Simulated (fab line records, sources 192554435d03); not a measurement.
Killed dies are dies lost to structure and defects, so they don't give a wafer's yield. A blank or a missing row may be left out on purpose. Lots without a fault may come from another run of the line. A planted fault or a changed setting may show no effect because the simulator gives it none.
Split-lot experiment | flow n5_finfet | 7 lots, 39 wafers read, on a route of 1938 steps

THE SPLIT
At N5_HKMG_FIN_ETCH_55 (etches SOC in N2/H2, target depth 240 nm, time 300 s), the setting time_s was moved away from the recipe's 300 s on 18 of the 39 wafers read, by -17.4% to +21.3%. The other wafers ran this setting at the recipe's value.

The reading is taken at the split's own step.

THE READING
etch.depth_nm (the simulator's own value, which no gauge read), in nm, at N5_HKMG_FIN_ETCH_55 (etches SOC in N2/H2, target depth 240 nm, time 300 s). The file gives no usual value for it. The 21 wafers here that ran the recipe average 241.2 nm, standard deviation 11 nm.

wafer  | tool, chamber at the split | time_s as run, s | against the recipe | etch.depth_nm, nm | against lot-mates on the recipe
L074.1 | rie_diel-03, 0             | 353.1            | +17.7%             | 265.1             | +29.9
L074.2 | rie_diel-03, 3             | 353.1            | +17.7%             | 282.1             | +46.9
L074.3 | rie_diel-03, 1             | 300              | recipe             | 238.2             | -
L074.4 | rie_diel-03, 2             | 300              | recipe             | 231.5             | -
L074.5 | rie_diel-03, 3             | 300              | recipe             | 235.8             | -
L074.6 | rie_diel-03, 2             | 353.1            | +17.7%             | 271.6             | +36.4
L077.1 | rie_diel-03, 3             | 300              | recipe             | 236               | -
L077.2 | rie_diel-03, 1             | 300              | recipe             | 236.3             | -
L077.4 | rie_diel-03, 2             | 300              | recipe             | 226.5             | -
L081.1 | rie_diel-02, 3             | 352.4            | +17.5%             | 300.2             | +67.8
L081.2 | rie_diel-02, 1             | 300              | recipe             | 232               | -
L081.3 | rie_diel-02, 0             | 300              | recipe             | 233.5             | -
L081.4 | rie_diel-02, 1             | 300              | recipe             | 231.7             | -
L081.5 | rie_diel-02, 0             | 352.4            | +17.5%             | 273.5             | +41.1
L081.6 | rie_diel-02, 3             | 352.4            | +17.5%             | 299.5             | +67.1
L082.1 | rie_diel-01, 2             | 300              | recipe             | 245.3             | -
L082.2 | rie_diel-01, 3             | 252.5            | -15.8%             | 209.9             | -27.4
L082.3 | rie_diel-01, 1             | 252.5            | -15.8%             | 191.7             | -45.6
L082.4 | rie_diel-01, 0             | 300              | recipe             | 217.4             | -
L082.5 | rie_diel-01, 2             | 252.5            | -15.8%             | 206.1             | -31.2
L082.6 | rie_diel-01, 3             | 300              | recipe             | 249.1             | -
L089.1 | rie_diel-01, 3             | 300              | recipe             | 254.5             | -
L089.2 | rie_diel-01, 1             | 363.9            | +21.3%             | 281.5             | +28.4
L089.3 | rie_diel-01, 2             | 363.9            | +21.3%             | 300.7             | +47.6
L089.4 | rie_diel-01, 2             | 300              | recipe             | 250               | -
L089.5 | rie_diel-01, 1             | 363.9            | +21.3%             | 281.9             | +28.8
L089.6 | rie_diel-01, 3             | 300              | recipe             | 254.9             | -
L091.1 | rie_diel-01, 0             | 337.1            | +12.4%             | 248.7             | -1.6
L091.2 | rie_diel-01, 3             | 300              | recipe             | 255.4             | -
L091.3 | rie_diel-01, 2             | 300              | recipe             | 247.3             | -
L091.4 | rie_diel-01, 1             | 337.1            | +12.4%             | 259               | +8.7
L091.5 | rie_diel-01, 2             | 300              | recipe             | 248.2             | -
L091.6 | rie_diel-01, 3             | 337.1            | +12.4%             | 288               | +37.7
L093.1 | rie_diel-02, 0             | 300              | recipe             | 235.2             | -
L093.2 | rie_diel-02, 2             | 300              | recipe             | 255.8             | -
L093.3 | rie_diel-02, 3             | 300              | recipe             | 250               | -
L093.4 | rie_diel-02, 0             | 247.9            | -17.4%             | 193.9             | -53.1
L093.5 | rie_diel-02, 2             | 247.9            | -17.4%             | 211.8             | -35.2
L093.6 | rie_diel-02, 3             | 247.9            | -17.4%             | 204.3             | -42.7

THE FIT
A straight line over all 39 wafers: etch.depth_nm changes by +2.26 nm for each +1% of time_s; r = +0.92; the points scatter about the line by 12 nm.
The same after taking each lot's own level away (the mean of its wafers on the recipe; 39 wafers): +2.23 nm for each +1%; r = +0.91; scatter 12 nm.
On that fit, the largest move of time_s shifts the reading by 47 nm.
The lots' own levels span 232.40 to 253.13 nm, that is 2.0 times the standard deviation above.
So the lot-to-lot level changes the slope little: the two slopes agree.
Check: with one of the wafers moved furthest among these (+21.3%) left out of the fit, the line predicts +48.5 nm for it against its lot-mates. It came out at +28.4 nm against them.

OTHER SPLITS ON THESE WAFERS
These wafers also went through other splits before the reading. Each is held against what the fit with the lots' levels taken away leaves over:
other split on the same wafers       | wafers away from the commonest value | r with etch.depth_nm (lot level and that fit taken away)
N5_DUMMY_GATE_CVD_03 temp_c          | 30                                   | -0.08
N5_DUMMY_GATE_ETCH_31 target_depth_a | 12                                   | +0.09
N5_DUMMY_GATE_ETCH_32 time_s         | 18                                   | +0.01

THE WHOLE CHAIN: every reading that the file lists as answering this split, in the file's order
step                | what it does                                         | reading                                                                    | change (the file's fit)              | r (the file's)
N5_HKMG_FIN_ETCH_55 | etches SOC in N2/H2, target depth 240 nm, time 300 s | HKMG_FIN.feature_depth_nm (the simulator's own value, which no gauge read) | +2.21 nm for each +1% of the setting | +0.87
N5_HKMG_FIN_ETCH_55 | etches SOC in N2/H2, target depth 240 nm, time 300 s | etch.depth_nm (the simulator's own value, which no gauge read)             | +2.21 nm for each +1% of the setting | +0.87

THE FILE'S OWN FIT
etch.depth_nm changes by +2.21 nm for each +1% of time_s, r = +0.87.
